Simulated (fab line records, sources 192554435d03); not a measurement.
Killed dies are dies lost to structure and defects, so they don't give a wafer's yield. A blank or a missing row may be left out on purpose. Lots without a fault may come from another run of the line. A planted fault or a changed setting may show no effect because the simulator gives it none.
fab line records | flow n5_finfet
record lots=6 wafers=18 last_day=18
route steps=1938 shown SD_EPI_P@298 BEOL_M4@1111 PASSIVATION@1936
lots that met no fault: from a run of the same line without faults
start_h: hours from the record's first day to the start of the lot's first wafer shown | wait_h: hours since the lot's step before | " the same as in the row above | L1.1+2: a row that stands for several wafers | - no value, or no start given | * or withheld: withheld | < > ~ a bound
route shown NAME@n: a module of which the file shows steps, and the number in the route of the first | usual: mean/standard deviation of fault-free wafers | same: alike in all rows | chamber/n: place in a boat | sites: the reading at each site | _std_site: their standard deviation | _edge_site: outer sites' mean less inner sites' | radius_mm: how far each site lies from the wafer's centre | mask NAME#n: copy n | behind: the tool/chamber that last shaped the wafer | hold: why the lot was held/for how many hours/how that ended | device: the transistor (n, p or np) that didn't switch | end of line: the same wafers' tests at the end of the route | a step without rows: its recipe alone | killed: dies lost to structure and defects at the first sort, not the wafer's yield | map: a wafer's dies, x killed, . not, _ none there
set.NAME: the setting as run; set.NAME@STEP: as run at that earlier step | model.NAME: the simulator's own value behind a step, which no gauge read
lots at some steps of the route; a table a step, a row a wafer
services: from which hour (start_h, from the record's first day; less than 0 if before it) a tool's chamber was out of use, for how many hours, and why
## steps
# step N5_SD_EPI_P_EBR_05
# recipe solvent=PGMEA ebr_width_mm=1.5
# step N5_SD_EPI_P_SOFTBAKE_04
# recipe temp_c=110 time_s=60 resist=CAR-ArF-block
# step N5_SD_EPI_P_EXPOSE_06
# recipe mask_id=SD_P_BLK na=1.35 source_shape=conventional sigma_outer=0.8 polarization=unpolarized target_cd_nm=240 dose_mj=39.5
# step N5_SD_EPI_P_PEB_07
# recipe peb_temp_c=110 peb_time_s=60 resist=CAR-ArF-block
# step N5_SD_EPI_P_DEVELOP_08
# recipe develop_time_s=30 developer=TMAH resist=CAR-ArF-block dev_temp_c=23 rinse_liquid=diw dry=air_spin
# step N5_SD_EPI_P_CD_MEAS_09
# recipe target_cd_nm=240 landing_energy_ev=500 detector=se_inlens
# usual cd_nm=239.8/0.7
# same landing_energy_ev=500
# columns lot.wafer tool chamber start_h wait_h cd_nm
L602.2 cd_sem-03 0 88.95 - 239.8
L602.4 " 0 " " 240.7
L602.5 " 0 " " 238.8
L604.3 cd_sem-01 0 103.75 - 239.8
L604.5 " 0 " " 240.6
L604.6 " 0 " " 239.0
L613.1 cd_sem-02 0 158.09 - 240.3
L613.2 " 0 " " 241.0
L613.4 " 0 " " 240.9
L614.1 cd_sem-03 0 162.16 - 238.8
L614.2 " 0 " " 239.6
L614.5 " 0 " " 239.4
L618.1 cd_sem-01 0 185.39 - 238.8
L618.5 " 0 " " 238.7
L618.6 " 0 " " 239.5
L619.1 cd_sem-01 0 194.96 - 240.0
L619.3 " 0 " " 239.4
L619.6 " 0 " " 239.7
# step N5_SD_EPI_P_OVL_MEAS_10
# recipe points_per_wafer=44
# usual SD_P_BLK_OVL=0.4/0.87
# columns lot.wafer tool chamber start_h wait_h SD_P_BLK_OVL[nm]
L602.2 overlay-01 0 88.98 0.0 0.8
L602.4 " 0 " " 1.7
L602.5 " 0 " " 1.2
L604.3 overlay-02 0 103.78 0.0 0.8
L604.5 " 0 " " -0.1
L604.6 " 0 " " 1.4
L613.1 overlay-02 0 158.12 0.0 0.6
L613.2 " 0 " " 2.1
L613.4 " 0 " " 1.1
L614.1 overlay-02 0 162.19 0.0 -0.1
L614.2 " 0 " " 1.3
L614.5 " 0 " " 0.5
L618.1 overlay-02 0 185.42 0.0 0.1
L618.5 " 0 " " 0.8
L618.6 " 0 " " 0.5
L619.1 overlay-02 0 194.99 0.0 0.0
L619.3 " 0 " " 0.4
L619.6 " 0 " " 1.1
# step N5_SD_EPI_P_INSPECT_11
# recipe mode=adi inspect_instrument=macro
# usual raw_defect_count=2.2/1.4
# columns lot.wafer tool chamber start_h wait_h raw_defect_count
L602.2 defect_inspect-02 - 89.01 0.0 4
L602.4 " - " " 1
L602.5 " - " " 2
L604.3 defect_inspect-02 - 103.80 0.0 1
L604.5 " - " " 2
L604.6 " - " " 0
L613.1 defect_inspect-02 - 158.14 0.0 4
L613.2 " - " " 3
L613.4 " - " " 1
L614.1 defect_inspect-02 - 162.22 0.0 1
L614.2 " - " " 1
L614.5 " - " " 4
L618.1 defect_inspect-01 - 185.44 0.0 5
L618.5 " - " " 3
L618.6 " - " " 1
L619.1 defect_inspect-02 - 195.01 0.0 1
L619.3 " - " " 2
L619.6 " - " " 1
# step N5_SD_EPI_P_DESCUM_14
# recipe chemistry=O2 time_s=7.9 source_power_w=50 bias_power_w=20 pressure_mtorr=20 rf_frequency_hz=2.712e+07 temp_c=40 resist=CAR-ArF-block o2_flow_sccm=225
# usual bias_power_w=20.00/0.065 drypump_motor_current_A=5.9/0.36 oes_product_au=0.80/0.098 rf_vpp_V=243.0/1.5 showerhead_plenum_p_Torr=2.08/0.086 throttle_valve_pct=20.45/0.21
# columns lot.wafer tool chamber start_h wait_h bias_power_w drypump_motor_current_A oes_product_au rf_hours_counter_h rf_vpp_V showerhead_plenum_p_Torr throttle_valve_pct
L602.2 rie_diel-04 1 89.04 0.0 20.07 5.8 0.69 208 243.5 2.06 20.54
L602.4 " 0 " " 20.13 6.3 0.70 220 241.2 2.00 20.83
L602.5 " 3 " " 19.90 5.4 0.90 - 243.8 2.14 20.07
L604.3 rie_diel-02 0 103.84 0.0 19.97 6.5 0.73 198 242.2 1.97 20.37
L604.5 " 0 " " 20.02 6.5 0.72 - 241.2 1.97 20.35
L604.6 " 1 " " 19.93 5.9 0.76 - 244.0 2.10 20.62
L613.1 rie_diel-02 0 158.25 0.1 19.95 6.5 0.72 214 242.2 1.97 20.38
L613.2 " 3 " " 19.86 5.9 0.92 27 244.0 2.15 20.39
L613.4 " 1 " " 20.02 5.9 0.77 141 243.3 2.09 20.63
L614.1 rie_diel-02 1 162.25 0.0 19.94 5.9 0.76 143 242.4 2.09 20.64
L614.2 " 3 " " 20.07 5.9 0.92 28 243.0 2.15 20.39
L614.5 " 3 " " 20.03 5.9 0.91 - 243.9 2.15 20.40
L618.1 rie_diel-06 3 185.48 0.0 20.03 5.9 0.83 69 242.3 2.03 20.73
L618.5 " 0 " " 19.94 5.9 0.89 - 243.3 2.15 20.15
L618.6 " 3 " " 20.02 5.9 0.84 - 241.9 2.03 20.73
L619.1 rie_diel-04 3 195.05 0.0 20.05 5.4 0.85 66 242.3 2.13 20.15
L619.3 " 1 " " 19.95 5.8 0.66 249 242.5 2.05 20.61
L619.6 " 3 " " 19.97 5.4 0.84 - 244.8 2.13 20.15
# step N5_SD_EPI_P_ETCH_36
# recipe chemistry=CF4 target=SiARC target_depth_a=455 mask_material=CAR-ArF-block time_s=75.8 ion_energy_ev=80 pressure_mtorr=40 source_w=545 bias_w=36 Ar_flow_sccm=100 cf4_flow_sccm=100 ends=cleared
# usual drypump_motor_current_A=5.9/0.35 etch_rf_on_time_s=76.9/2.2 oes_product_au=0.68/0.083 rf_vpp_V=183.9/1.3 showerhead_plenum_p_Torr=2.14/0.075 throttle_valve_pct=15.62/0.24
# columns lot.wafer tool chamber start_h wait_h drypump_motor_current_A etch_rf_on_time_s oes_product_au rf_hours_counter_h rf_vpp_V showerhead_plenum_p_Torr throttle_valve_pct
L602.2 rie_diel-04 1 89.07 0.0 5.8 76.4 0.60 208 182.6 2.13 15.80
L602.4 " 0 " " 6.3 78.1 0.60 220 182.6 2.03 15.87
L602.5 " 3 " " 5.4 72.0 0.79 - 185.1 2.20 15.25
L604.3 rie_diel-02 0 103.87 0.0 6.5 77.3 0.62 198 184.3 2.05 15.74
L604.5 " 0 " " 6.5 77.3 0.62 - 181.7 2.05 15.74
L604.6 " 1 " " 5.9 77.1 0.66 - 183.6 2.15 15.77
L613.1 rie_diel-02 0 158.29 0.0 6.5 77.6 0.60 214 183.4 2.04 15.77
L613.2 " 3 " " 5.9 77.2 0.77 27 185.2 2.19 15.48
L613.4 " 1 " " 5.9 78.0 0.64 141 184.0 2.14 15.80
L614.1 rie_diel-02 1 162.29 0.0 5.9 77.8 0.63 143 183.1 2.14 15.81
L614.2 " 3 " " 5.9 77.1 0.77 28 183.8 2.19 15.51
L614.5 " 3 " " 5.9 76.9 0.77 - 184.8 2.19 15.50
L618.1 rie_diel-06 3 185.51 0.0 5.8 77.0 0.72 69 182.1 2.08 15.80
L618.5 " 0 " " 5.9 72.9 0.78 - 183.8 2.20 15.26
L618.6 " 3 " " 5.9 76.5 0.72 - 181.6 2.08 15.79
L619.1 rie_diel-04 3 195.08 0.0 5.4 72.5 0.72 66 185.4 2.18 15.33
L619.3 " 1 " " 5.8 76.8 0.56 249 185.2 2.12 15.89
L619.6 " 3 " " 5.5 72.7 0.73 - 185.4 2.18 15.32
# step N5_SD_EPI_P_ETCH_37
# recipe chemistry=N2/H2 target=SOC overetch_a=1080 mask_material=SiARC temp_c=40 ion_energy_ev=100 source_w=3000 bias_w=133 pressure_mtorr=20 time_s=486 n2_flow_sccm=200 h2_flow_sccm=200 ends=end_point
# usual drypump_motor_current_A=5.9/0.36 h2_flow_sccm=200.0/0.57 oes_product_au=0.71/0.083 rf_vpp_V=240.6/1.4 showerhead_plenum_p_Torr=2.53/0.095 throttle_valve_pct=24.0/0.32
# columns lot.wafer tool chamber start_h wait_h drypump_motor_current_A h2_flow_sccm oes_product_au rf_hours_counter_h rf_vpp_V showerhead_plenum_p_Torr throttle_valve_pct
L602.2 rie_diel-04 1 89.13 0.0 5.8 200.7 0.63 208 241.0 2.53 24.2
L602.4 " 0 " " 6.3 199.0 0.64 220 237.5 2.41 24.2
L602.5 " 3 " " 5.4 200.6 0.80 - 240.8 2.60 23.8
L604.3 rie_diel-02 0 103.93 0.0 6.5 200.0 0.65 198 241.1 2.40 24.0
L604.5 " 0 " " 6.6 200.7 0.65 - 239.2 2.40 24.0
L604.6 " 1 " " 5.9 199.8 0.69 - 241.4 2.55 24.3
L613.1 rie_diel-02 0 158.34 0.0 6.5 200.5 0.64 214 237.8 2.40 24.0
L613.2 " 3 " " 5.9 199.6 0.81 27 241.1 2.60 23.7
L613.4 " 1 " " 5.9 200.3 0.68 141 240.6 2.54 24.3
L614.1 rie_diel-02 1 162.34 0.0 5.9 199.6 0.68 143 239.7 2.54 24.3
L614.2 " 3 " " 5.9 199.7 0.80 28 241.7 2.60 23.7
L614.5 " 3 " " 5.9 199.3 0.81 - 239.3 2.60 23.7
L618.1 rie_diel-06 3 185.57 0.0 5.9 198.0 0.76 69 240.2 2.47 24.5
L618.5 " 0 " " 5.8 199.1 0.79 - 241.8 2.59 23.3
L618.6 " 3 " " 5.9 199.8 0.76 - 240.1 2.47 24.5
L619.1 rie_diel-04 3 195.14 0.0 5.4 200.5 0.74 66 241.5 2.59 23.9
L619.3 " 1 " " 5.8 200.7 0.60 249 240.9 2.51 24.2
L619.6 " 3 " " 5.4 199.5 0.74 - 240.2 2.59 23.9
# step N5_SD_EPI_P_STRIP_38
# recipe chemistry=N2/H2 temp_c=40 n2_flow_sccm=200 h2_flow_sccm=200 rf_frequency_hz=6e+07
# step N5_SD_EPI_P_ETCHBACK_46
# recipe chemistry=CH3F/O2 mode=anisotropic_etchback target=SiNx target_depth_a=175 stop_on=SiO2 over_etch_frac=0.3 ion_energy_ev=120 pressure_mtorr=30 source_w=395 bias_w=73 Ar_flow_sccm=150 CH3F_flow_sccm=30 O2_flow_sccm=20
# usual drypump_motor_current_A=5.9/0.35 oes_product_au=0.68/0.079 over_etch_frac=0.3/0 rf_vpp_V=298/4.6 showerhead_plenum_p_Torr=2.00/0.075 throttle_valve_pct=16.37/0.23
# columns lot.wafer tool chamber start_h wait_h drypump_motor_current_A oes_product_au over_etch_frac rf_hours_counter_h rf_vpp_V showerhead_plenum_p_Torr throttle_valve_pct
L602.2 rie_diel-04 1 89.46 0.0 5.8 0.60 0.3 208 289 1.99 16.58
L602.4 " 0 " " 6.3 0.61 0.3 220 304 1.90 16.65
L602.5 " 3 " " 5.4 0.76 0.3 - 298 2.06 15.99
L604.3 rie_diel-02 0 104.25 0.0 6.6 0.62 0.3 198 297 1.90 16.46
L604.5 " 0 " " 6.6 0.62 0.3 - 298 1.90 16.44
L604.6 " 1 " " 5.9 0.66 0.3 - 302 2.01 16.51
L613.1 rie_diel-02 0 158.67 0.0 6.5 0.61 0.3 215 299 1.90 16.49
L613.2 " 3 " " 5.9 0.78 0.29491 27 288 2.06 16.29
L613.4 " 1 " " 5.9 0.65 0.3 141 302 2.00 16.54
L614.1 rie_diel-02 1 162.67 0.0 5.9 0.66 0.3 143 301 2.00 16.53
L614.2 " 3 " " 5.9 0.78 0.29491 29 288 2.05 16.27
L614.5 " 3 " " 5.9 0.77 0.29491 - 289 2.05 16.29
L618.1 rie_diel-06 3 185.89 0.0 5.9 0.72 0.3 69 301 1.95 16.62
L618.5 " 0 " " 5.9 0.76 0.3 - 296 2.05 16.00
L618.6 " 3 " " 5.9 0.72 0.3 - 302 1.95 16.64
L619.1 rie_diel-04 3 195.46 0.0 5.4 0.71 0.3 66 297 2.04 16.07
L619.3 " 1 " " 5.8 0.58 0.3 249 291 1.98 16.66
L619.6 " 3 " " 5.4 0.70 0.3 - 298 2.04 16.08
# step N5_SD_EPI_P_ETCH_47
# recipe chemistry=CH3F/O2 target=SiOCN target_depth_a=250 mask_material=SOC ion_energy_ev=60 bias_w=29 pressure_mtorr=30 source_w=410 Ar_flow_sccm=150 CH3F_flow_sccm=30 O2_flow_sccm=20
# usual drypump_motor_current_A=5.9/0.35 oes_product_au=0.79/0.096 rf_vpp_V=127.8/2 showerhead_plenum_p_Torr=2.00/0.075 throttle_valve_pct=16.35/0.23
# columns lot.wafer tool chamber start_h wait_h drypump_motor_current_A oes_product_au rf_hours_counter_h rf_vpp_V showerhead_plenum_p_Torr throttle_valve_pct
L602.2 rie_diel-04 1 89.56 0.1 5.7 0.70 208 124.0 1.99 16.54
L602.4 " 0 " " 6.3 0.70 220 130.1 1.90 16.62
L602.5 " 3 " " 5.4 0.91 - 127.2 2.06 15.98
L604.3 rie_diel-02 0 104.35 0.1 6.5 0.71 198 126.0 1.90 16.42
L604.5 " 0 " " 6.5 0.72 - 127.0 1.90 16.43
L604.6 " 1 " " 5.9 0.77 - 127.7 2.01 16.49
L613.1 rie_diel-02 0 158.77 0.1 6.6 0.70 215 128.2 1.90 16.46
L613.2 " 3 " " 5.9 0.90 27 124.4 2.06 16.24
L613.4 " 1 " " 5.9 0.76 141 128.1 2.00 16.51
L614.1 rie_diel-02 1 162.77 0.1 5.9 0.75 143 130.8 2.00 16.51
L614.2 " 3 " " 5.9 0.89 29 124.5 2.05 16.24
L614.5 " 3 " " 5.9 0.91 - 123.3 2.05 16.26
L618.1 rie_diel-06 3 185.99 0.1 5.9 0.83 69 129.6 1.95 16.60
L618.5 " 0 " " 5.9 0.88 - 127.3 2.05 15.98
L618.6 " 3 " " 5.9 0.84 - 129.1 1.95 16.61
L619.1 rie_diel-04 3 195.56 0.1 5.4 0.85 66 128.1 2.04 16.05
L619.3 " 1 " " 5.8 0.66 249 123.7 1.98 16.63
L619.6 " 3 " " 5.4 0.85 - 128.2 2.04 16.05
# step N5_BEOL_M4_RC_MEAS_101
# usual DIBL_N=37.1/1.8 DIBL_P=37.2/2.1 IOFF_N=0.17/0.033 IOFF_P=0.22/0.037 ION_N=680/11 ION_P=464/7.7 SS_N=71.7/0.63 SS_P=73.6/0.67 VT_N=248.9/2.9 VT_P=-251/3.6
# columns lot.wafer tool chamber start_h wait_h DIBL_N[mV/V] DIBL_P[mV/V] IOFF_N[nA/um] IOFF_P[nA/um] ION_N[uA/um] ION_P[uA/um] SS_N[mV/dec] SS_P[mV/dec] VT_N[mV] VT_P[mV]
L602.2 prober-02 0 211.42 0.2 38.2 37.1 0.18 0.19 684 457 72.2 73.9 249.7 -256
L602.4 " 0 " " 39.2 40.0 0.21 0.24 687 463 71.6 74.4 246.9 -249
L602.5 " 0 " " 36.3 35.4 0.14 0.17 666 456 71.2 73.2 254.0 -253
L604.3 prober-01 0 220.13 0.3 35.1 35.4 0.13 0.15 671 454 70.9 73.6 253.0 -258
L604.5 " 0 " " 35.0 35.9 0.12 0.15 666 449 71.0 73.6 254.4 -257
L604.6 " 0 " " 34.7 35.4 0.13 0.16 679 457 71.0 73.2 252.6 -258
L613.1 prober-01 0 285.70 0.0 39.7 38.9 0.21 0.24 684 457 72.8 74.4 250.0 -250
L613.2 " 0 " " 34.7 34.4 0.12 0.18 661 459 70.8 72.4 250.6 -252
L613.4 " 0 " " 36.2 35.0 0.14 0.19 683 474 70.9 72.2 253.6 -255
L614.1 prober-01 0 286.63 0.3 35.1 36.7 0.14 0.20 674 461 70.9 73.1 250.6 -250
L614.2 " 0 " " 37.7 39.0 0.19 0.23 686 472 71.8 74.3 246.5 -247
L614.5 " 0 " " 35.5 37.1 0.15 0.21 673 466 71.5 73.5 249.9 -249
L618.1 prober-02 0 322.70 0.0 37.2 35.6 0.14 0.18 654 453 72.0 73.4 252.4 -253
L618.5 " 0 " " 37.6 37.6 0.15 0.21 672 462 71.8 73.4 248.3 -249
L618.6 " 0 " " 39.4 38.4 0.18 0.22 689 462 72.2 73.1 248.2 -249
L619.1 prober-02 0 325.62 0.0 34.8 33.9 0.14 0.20 671 460 71.2 72.7 249.8 -247
L619.3 " 0 " " 37.9 36.6 0.20 0.23 695 469 72.3 73.9 245.1 -246
L619.6 " 0 " " 36.0 35.7 0.17 0.22 675 466 71.3 72.6 247.3 -246
# step N5_PASSIVATION_PROBE_49
# usual defect_limited_yield=91.7/1.5 killed_at_M0_to_M3=32/10 killed_at_M4_up=14/5.3 killed_at_contacts=13/5.7 killed_at_front_end=37/10 killed_at_other=3.3/2.5 killed_dies=98/18 killed_open=65/13 killed_short=31/7.5 sort_bin_5_function=4.9/0.91 sort_bin_6_memory=3.1/0.71 sort_bin_8_speed=0.00/0.017 sort_n_pass=1082/18 sort_yield_pct=91.7/1.5
# same gross_dies=1180 killed_at_back_side=0 sort_bin_4_leakage[%]=0
# columns lot.wafer tool chamber start_h wait_h defect_limited_yield[%] killed_at_M0_to_M3 killed_at_M4_up killed_at_contacts killed_at_front_end killed_at_other killed_dies killed_open killed_short sort_bin_5_function[%] sort_bin_6_memory[%] sort_bin_8_speed[%] sort_n_pass sort_yield_pct[%]
L602.2 prober-02 - 327.95 0.1 92.9 23 10 13 34 4 84 61 22 4.0 2.7 0.08 1096 92.9
L602.4 prober-02 - 328.05 0.2 92.5 29 18 17 21 4 89 64 24 5.0 2.5 0 1091 92.5
L602.5 prober-02 - 328.10 0.2 94.6 27 9 6 19 3 64 41 21 3.1 2.3 0 1116 94.6
L604.3 prober-01 - 333.05 0.1 95.1 17 3 10 28 0 58 36 22 2.6 2.2 0 1122 95.1
L604.5 prober-01 - 333.15 0.2 92.1 41 15 12 23 2 93 70 23 5.3 2.5 0 1087 92.1
L604.6 prober-01 - 333.20 0.3 90.5 42 12 13 40 5 112 69 40 5.6 3.3 0 1068 90.5
L613.1 prober-02 - 394.27 0.0 90.8 29 27 15 38 0 109 75 32 5.4 3.5 0 1071 90.8
L613.2 prober-02 - 394.32 0.1 90.3 45 18 13 38 0 114 64 47 5.3 4.0 0 1066 90.3
L613.4 prober-02 - 394.42 0.2 89.1 53 20 13 40 3 129 71 56 6.5 4.1 0 1051 89.1
L614.1 prober-02 - 398.97 0.0 92.9 34 9 15 21 5 84 56 28 3.6 3.3 0 1096 92.9
L614.2 prober-02 - 399.02 0.1 93.6 30 6 13 24 2 75 52 23 4.1 1.9 0 1105 93.6
L614.5 prober-02 - 399.17 0.2 93.4 29 10 9 28 2 78 47 30 4.2 2.1 0 1102 93.4
L619.1 prober-01 - 432.63 0.0 94.1 22 7 9 32 0 70 38 32 3.6 1.9 0 1110 94.1
L619.3 prober-01 - 432.73 0.1 92.7 22 13 23 27 1 86 61 25 4.2 2.9 0 1094 92.7
L619.6 prober-01 - 432.88 0.3 91.9 19 27 18 28 3 95 69 23 4.7 3.2 0 1085 91.9
L618.1 prober-02 - 434.58 0.0 89.7 33 25 11 44 8 121 83 38 5.8 4.0 0 1059 89.7
L618.5 prober-02 - 434.78 0.2 90.3 23 18 15 58 1 115 78 37 5.6 3.8 0 1065 90.3
L618.6 prober-02 - 434.83 0.3 90.4 34 16 11 45 7 113 63 50 5.6 3.7 0 1067 90.4
# killed by level:class
L602.2 MOL_CONTACT_COAG:geometric_particle:open=11 FIN_SAQP:geometric_particle:open=9 BEOL_M0_SAQP:geometric_particle:open=7 GATE_CUT:geometric_particle:open=6 DUMMY_GATE:geometric_particle:open=5 BEOL_M0_SAQP:geometric_particle:short=4 BEOL_M4:geometric_particle:open=4 STARTING-WAFER:geometric_particle:open=4
L602.4 MOL_CONTACT_COAG:geometric_particle:open=12 BEOL_M4:geometric_particle:open=11 BEOL_M2:geometric_particle:open=10 BEOL_M3:geometric_particle:open=7 MOL_CONTACT_COAG:geometric_particle:short=5 GATE_CUT:geometric_particle:short=4 BEOL_M0_SAQP:geometric_particle:short=4 BEOL_M0_SAQP:geometric_particle:open=4
L602.5 BEOL_M0_SAQP:geometric_particle:open=6 BEOL_M2:geometric_particle:open=6 MOL_CONTACT_COAG:geometric_particle:open=4 BEOL_M0_SAQP:geometric_particle:short=4 DUMMY_GATE:geometric_particle:open=3 BEOL_M1:geometric_particle:short=3 BEOL_M3:geometric_particle:open=3 FIN_SAQP:geometric_particle:open=2
L604.3 MOL_CONTACT_COAG:geometric_particle:open=8 FIN_SAQP:geometric_particle:short=5 STI_FIN_REVEAL:geometric_particle:open=5 BEOL_M3:geometric_particle:open=5 BEOL_M0_SAQP:geometric_particle:short=4 STARTING-WAFER:geometric_particle:short=4 GATE_CUT:geometric_particle:open=3 FIN_SAQP:geometric_particle:open=2
L604.5 MOL_CONTACT_COAG:geometric_particle:open=11 BEOL_M0_SAQP:geometric_particle:open=11 BEOL_M4:geometric_particle:open=9 STI_FIN_REVEAL:geometric_particle:open=7 BEOL_M0_SAQP:geometric_particle:short=6 BEOL_M2:geometric_particle:open=6 BEOL_M3:geometric_particle:open=6 BEOL_M2:geometric_particle:short=5
L604.6 BEOL_M2:geometric_particle:open=17 MOL_CONTACT_COAG:geometric_particle:open=11 FIN_SAQP:geometric_particle:short=9 BEOL_M4:geometric_particle:open=8 STI_FIN_REVEAL:geometric_particle:open=7 BEOL_M0_SAQP:geometric_particle:short=7 STI_FIN_REVEAL:geometric_particle:short=6 BEOL_M0_SAQP:geometric_particle:open=6
L613.1 MOL_CONTACT_COAG:geometric_particle:open=14 FIN_SAQP:geometric_particle:open=10 BEOL_M4:geometric_particle:open=10 BEOL_M0_SAQP:geometric_particle:short=8 BEOL_M5:geometric_particle:open=7 BEOL_M0_SAQP:geometric_particle:open=6 BEOL_M1:geometric_particle:open=6 FIN_SAQP:geometric_particle:short=5
L613.2 BEOL_M0_SAQP:geometric_particle:short=22 BEOL_M0_SAQP:geometric_particle:open=12 MOL_CONTACT_COAG:geometric_particle:open=9 DUMMY_GATE:geometric_particle:open=8 BEOL_M5:geometric_particle:open=7 STI_FIN_REVEAL:geometric_particle:open=6 BEOL_M1:geometric_particle:open=6 FIN_SAQP:geometric_particle:short=4
L613.4 BEOL_M0_SAQP:geometric_particle:short=18 BEOL_M0_SAQP:geometric_particle:open=14 BEOL_M5:geometric_particle:open=8 MOL_CONTACT_COAG:geometric_particle:open=7 BEOL_M4:geometric_particle:open=7 DUMMY_GATE:geometric_particle:open=6 GATE_CUT:geometric_particle:short=6 MOL_CONTACT_COAG:geometric_particle:short=6
L614.1 MOL_CONTACT_COAG:geometric_particle:open=12 BEOL_M0_SAQP:geometric_particle:open=10 STI_FIN_REVEAL:geometric_particle:open=9 BEOL_M0_SAQP:geometric_particle:short=9 BEOL_M2:geometric_particle:open=8 MOL_CONTACT_COAG:geometric_particle:short=3 BEOL_M1:geometric_particle:open=3 BEOL_M1:geometric_particle:short=3
L614.2 MOL_CONTACT_COAG:geometric_particle:open=11 BEOL_M2:geometric_particle:open=9 BEOL_M0_SAQP:geometric_particle:short=8 STI_FIN_REVEAL:geometric_particle:open=6 FIN_CUT:geometric_particle:open=4 BEOL_M0_SAQP:geometric_particle:open=4 STI_FIN_REVEAL:geometric_particle:short=3 GATE_CUT:geometric_particle:open=3
L614.5 MOL_CONTACT_COAG:geometric_particle:open=7 STARTING-WAFER:geometric_particle:short=7 BEOL_M0_SAQP:geometric_particle:short=6 BEOL_M0_SAQP:geometric_particle:open=5 DUMMY_GATE:geometric_particle:open=5 BEOL_M2:geometric_particle:open=5 STI_FIN_REVEAL:geometric_particle:open=4 BEOL_M3:geometric_particle:open=4
L619.1 MOL_CONTACT_COAG:geometric_particle:open=7 STARTING-WAFER:geometric_particle:short=7 DUMMY_GATE:geometric_particle:open=6 BEOL_M4:geometric_particle:open=5 ILD0:geometric_particle:short=5 BEOL_M0_SAQP:geometric_particle:short=5 BEOL_M1:geometric_particle:short=5 FIN_SAQP:geometric_particle:open=4
L619.3 MOL_CONTACT_COAG:geometric_particle:open=18 BEOL_M3:geometric_particle:open=8 BEOL_M0_SAQP:geometric_particle:open=6 DUMMY_GATE:geometric_particle:open=5 MOL_CONTACT_COAG:geometric_particle:short=5 BEOL_M4:geometric_particle:open=5 ILD0:geometric_particle:open=4 FIN_SAQP:geometric_particle:short=3
L619.6 MOL_CONTACT_COAG:geometric_particle:open=15 BEOL_M4:geometric_particle:open=15 BEOL_M3:geometric_particle:open=8 STI_FIN_REVEAL:geometric_particle:open=5 DUMMY_GATE:geometric_particle:open=4 BEOL_M4:geometric_particle:short=4 BEOL_M0_SAQP:geometric_particle:open=4 MOL_CONTACT_COAG:geometric_particle:short=3
L618.1 FIN_SAQP:geometric_particle:open=21 BEOL_M0_SAQP:geometric_particle:open=11 BEOL_M0_SAQP:geometric_particle:short=10 BEOL_M5:geometric_particle:open=10 MOL_CONTACT_COAG:geometric_particle:open=7 BEOL_M2:geometric_particle:open=7 FIN_SAQP:geometric_particle:short=6 GATE_CUT:geometric_particle:short=6
L618.5 FIN_SAQP:geometric_particle:open=18 MOL_CONTACT_COAG:geometric_particle:open=13 STI_FIN_REVEAL:geometric_particle:open=9 FIN_SAQP:geometric_particle:short=8 GATE_CUT:geometric_particle:short=7 BEOL_M4:geometric_particle:short=6 BEOL_M0_SAQP:geometric_particle:open=6 BEOL_M2:geometric_particle:open=5
L618.6 BEOL_M0_SAQP:geometric_particle:short=11 BEOL_M0_SAQP:geometric_particle:open=11 FIN_SAQP:geometric_particle:short=9 FIN_SAQP:geometric_particle:open=8 BEOL_M4:geometric_particle:open=8 GATE_CUT:geometric_particle:short=7 GATE_CUT:geometric_particle:open=6 MOL_CONTACT_COAG:geometric_particle:short=6
## services
# columns tool chamber start_h hours kind
rie_diel-02 2 73.95 - clean
rie_diel-02 2 73.95 - consumable_replace:focus_ring
rie_diel-02 2 73.95 23.0 scheduled_down
rie_diel-02 2 73.95 23.0 vent_cycle
rie_diel-06 - 75.17 0.9 repair
rie_diel-04 2 96.92 132.0 repair
rie_diel-02 2 161.44 8.3 repair
rie_diel-06 1 180.43 - clean
rie_diel-06 1 180.43 - consumable_replace:focus_ring
rie_diel-06 1 180.43 - consumable_replace:showerhead
rie_diel-06 1 180.43 19.7 scheduled_down
rie_diel-06 1 180.43 19.7 vent_cycle
rie_diel-02 1 183.49 5.8 repair
## key
first_sign step=N5_SD_EPI_P_ETCHBACK_46 reading=over_etch_frac direction=down sigmas=99+ usual=0.3 struck=0.29491
effect none on later readings
met_at N5_SD_EPI_P_ETCHBACK_46
struck_wafers L613.2,L614.2,L614.5
fault kind=process_parameter_drift tool=rie_diel-02 chamber=3 onset_h=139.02 steps=N5_SD_EPI_P_ETCHBACK_46 channel=over_etch_frac offset=-0.0050899 shape=step end_h=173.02 acts_in=these_recipes_only stated=0.3
